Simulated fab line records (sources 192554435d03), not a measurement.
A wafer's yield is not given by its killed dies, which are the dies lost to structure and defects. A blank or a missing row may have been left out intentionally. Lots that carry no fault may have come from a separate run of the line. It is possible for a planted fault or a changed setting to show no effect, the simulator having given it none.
Split-lot experiment / flow n5_finfet / on a route of 1938 steps: 7 lots, 21 wafers read

## THE SPLIT
At N5_BEOL_M8_DESCUM_16 (chemistry O2, time 7.9 s), the setting time_s was moved away from the recipe's 7.9 s on 11 of the 21 wafers read, by -16.5% to +11.9%. This setting was run at the recipe's value on the other wafers.

Reading taken at the split's own step.

## THE READING
CAR-ArF_of_BEOL_M8_COAT_05.thk_nm (the simulator's own value, which no gauge read), in nm, at N5_BEOL_M8_DESCUM_16 (chemistry O2, time 7.9 s). There is no usual value for it anywhere in the file. Average 83.8 nm, standard deviation 0.26 nm, over the 10 wafers here run with the recipe.

wafer=L076.1; tool, chamber at the split=rie_diel-04, 0,1; time_s as run, s=7.9; against the recipe=recipe; CAR-ArF_of_BEOL_M8_COAT_05.thk_nm, nm=84.2; against lot-mates on the recipe=-
wafer=L076.4; tool, chamber at the split=rie_diel-04, 0,1; time_s as run, s=7.9; against the recipe=recipe; CAR-ArF_of_BEOL_M8_COAT_05.thk_nm, nm=84.2; against lot-mates on the recipe=-
wafer=L076.6; tool, chamber at the split=rie_diel-04, 0; time_s as run, s=7.9; against the recipe=recipe; CAR-ArF_of_BEOL_M8_COAT_05.thk_nm, nm=84; against lot-mates on the recipe=-
wafer=L077.4; tool, chamber at the split=rie_diel-04, 3; time_s as run, s=7.064; against the recipe=-10.6%; CAR-ArF_of_BEOL_M8_COAT_05.thk_nm, nm=84.2; against lot-mates on the recipe=+0.3
wafer=L077.5; tool, chamber at the split=rie_diel-04, 3; time_s as run, s=7.9; against the recipe=recipe; CAR-ArF_of_BEOL_M8_COAT_05.thk_nm, nm=83.8; against lot-mates on the recipe=-
wafer=L077.6; tool, chamber at the split=rie_diel-04, 2; time_s as run, s=7.9; against the recipe=recipe; CAR-ArF_of_BEOL_M8_COAT_05.thk_nm, nm=84; against lot-mates on the recipe=-
wafer=L078.1; tool, chamber at the split=rie_diel-05, 3; time_s as run, s=8.832; against the recipe=+11.8%; CAR-ArF_of_BEOL_M8_COAT_05.thk_nm, nm=82.6; against lot-mates on the recipe=-1.0
wafer=L078.3; tool, chamber at the split=rie_diel-05, 1; time_s as run, s=8.832; against the recipe=+11.8%; CAR-ArF_of_BEOL_M8_COAT_05.thk_nm, nm=82.8; against lot-mates on the recipe=-0.8
wafer=L078.5; tool, chamber at the split=rie_diel-05, 0; time_s as run, s=7.9; against the recipe=recipe; CAR-ArF_of_BEOL_M8_COAT_05.thk_nm, nm=83.6; against lot-mates on the recipe=-
wafer=L083.2; tool, chamber at the split=rie_diel-04, 2; time_s as run, s=8.837; against the recipe=+11.9%; CAR-ArF_of_BEOL_M8_COAT_05.thk_nm, nm=82.8; against lot-mates on the recipe=-0.8
wafer=L083.6; tool, chamber at the split=rie_diel-04, 2; time_s as run, s=8.837; against the recipe=+11.9%; CAR-ArF_of_BEOL_M8_COAT_05.thk_nm, nm=82.8; against lot-mates on the recipe=-0.8
wafer=L083.4; tool, chamber at the split=rie_diel-04, 1; time_s as run, s=7.9; against the recipe=recipe; CAR-ArF_of_BEOL_M8_COAT_05.thk_nm, nm=83.6; against lot-mates on the recipe=-
wafer=L089.2; tool, chamber at the split=rie_diel-05, 1,0; time_s as run, s=8.828; against the recipe=+11.7%; CAR-ArF_of_BEOL_M8_COAT_05.thk_nm, nm=83.2; against lot-mates on the recipe=-0.6
wafer=L089.4; tool, chamber at the split=rie_diel-05, 1,0; time_s as run, s=8.828; against the recipe=+11.7%; CAR-ArF_of_BEOL_M8_COAT_05.thk_nm, nm=83.2; against lot-mates on the recipe=-0.6
wafer=L089.6; tool, chamber at the split=rie_diel-05, 2; time_s as run, s=7.9; against the recipe=recipe; CAR-ArF_of_BEOL_M8_COAT_05.thk_nm, nm=83.8; against lot-mates on the recipe=-
wafer=L090.1; tool, chamber at the split=rie_diel-03, 0; time_s as run, s=6.987; against the recipe=-11.6%; CAR-ArF_of_BEOL_M8_COAT_05.thk_nm, nm=83.8; against lot-mates on the recipe=+0.2
wafer=L090.3; tool, chamber at the split=rie_diel-03, 3; time_s as run, s=6.987; against the recipe=-11.6%; CAR-ArF_of_BEOL_M8_COAT_05.thk_nm, nm=84; against lot-mates on the recipe=+0.4
wafer=L090.5; tool, chamber at the split=rie_diel-03, 2; time_s as run, s=7.9; against the recipe=recipe; CAR-ArF_of_BEOL_M8_COAT_05.thk_nm, nm=83.6; against lot-mates on the recipe=-
wafer=L096.2; tool, chamber at the split=rie_diel-03, 2,1; time_s as run, s=6.597; against the recipe=-16.5%; CAR-ArF_of_BEOL_M8_COAT_05.thk_nm, nm=84; against lot-mates on the recipe=+0.6
wafer=L096.5; tool, chamber at the split=rie_diel-03, 2,1; time_s as run, s=6.597; against the recipe=-16.5%; CAR-ArF_of_BEOL_M8_COAT_05.thk_nm, nm=84; against lot-mates on the recipe=+0.6
wafer=L096.6; tool, chamber at the split=rie_diel-03, 2; time_s as run, s=7.9; against the recipe=recipe; CAR-ArF_of_BEOL_M8_COAT_05.thk_nm, nm=83.4; against lot-mates on the recipe=-
If several chambers appear in one row, that row covers several wafers at once and the file leaves open which wafer was in which chamber.

THE FIT
A straight line over all 21 wafers: CAR-ArF_of_BEOL_M8_COAT_05.thk_nm changes by -0.0433 nm for each +1% of time_s; r = -0.79; the points scatter about the line by 0.32 nm.
The same after taking each lot's own level away (the mean of its wafers on the recipe; 21 wafers): -0.0476 nm for each +1%; r = -0.95; scatter 0.15 nm.
On that fit, the largest move of time_s shifts the reading by 0.79 nm.
Measured against the standard deviation above, the lots' own levels, which go from 83.40 to 84.13 nm, span 2.8 times it.
So the lot-to-lot level blurs the effect unless lot-mates are compared.
Check: for one of the wafers moved furthest among these (-16.5%), held out of the fit, the line's prediction against its lot-mates is +0.695 nm. It came out at +0.6 nm against them.

## THESE WAFERS: OTHER SPLITS
Other splits were also applied to these wafers ahead of the reading. Each is held against what the fit with the lots' levels taken away leaves over:
other split on the same wafers=N5_BEOL_M5_COAT_74 spin_rpm; wafers away from the commonest value=10; r with CAR-ArF_of_BEOL_M8_COAT_05.thk_nm (lot level and that fit taken away)=+0.11
other split on the same wafers=N5_BEOL_M5_DEP_56 time_s; wafers away from the commonest value=8; r with CAR-ArF_of_BEOL_M8_COAT_05.thk_nm (lot level and that fit taken away)=+0.04
other split on the same wafers=N5_BEOL_M6_HM_DEP_02 target_thk_a; wafers away from the commonest value=7; r with CAR-ArF_of_BEOL_M8_COAT_05.thk_nm (lot level and that fit taken away)=-0.30
other split on the same wafers=N5_BEOL_M7_PECVD_70 temp_c; wafers away from the commonest value=7; r with CAR-ArF_of_BEOL_M8_COAT_05.thk_nm (lot level and that fit taken away)=-0.30
other split on the same wafers=N5_BEOL_M7_HM_DEP_02 target_thk_a; wafers away from the commonest value=5; r with CAR-ArF_of_BEOL_M8_COAT_05.thk_nm (lot level and that fit taken away)=-0.02

## FILE'S OWN FIT
CAR-ArF_of_BEOL_M8_COAT_05.thk_nm changes by -0.0467 nm for each +1% of time_s, r = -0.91.
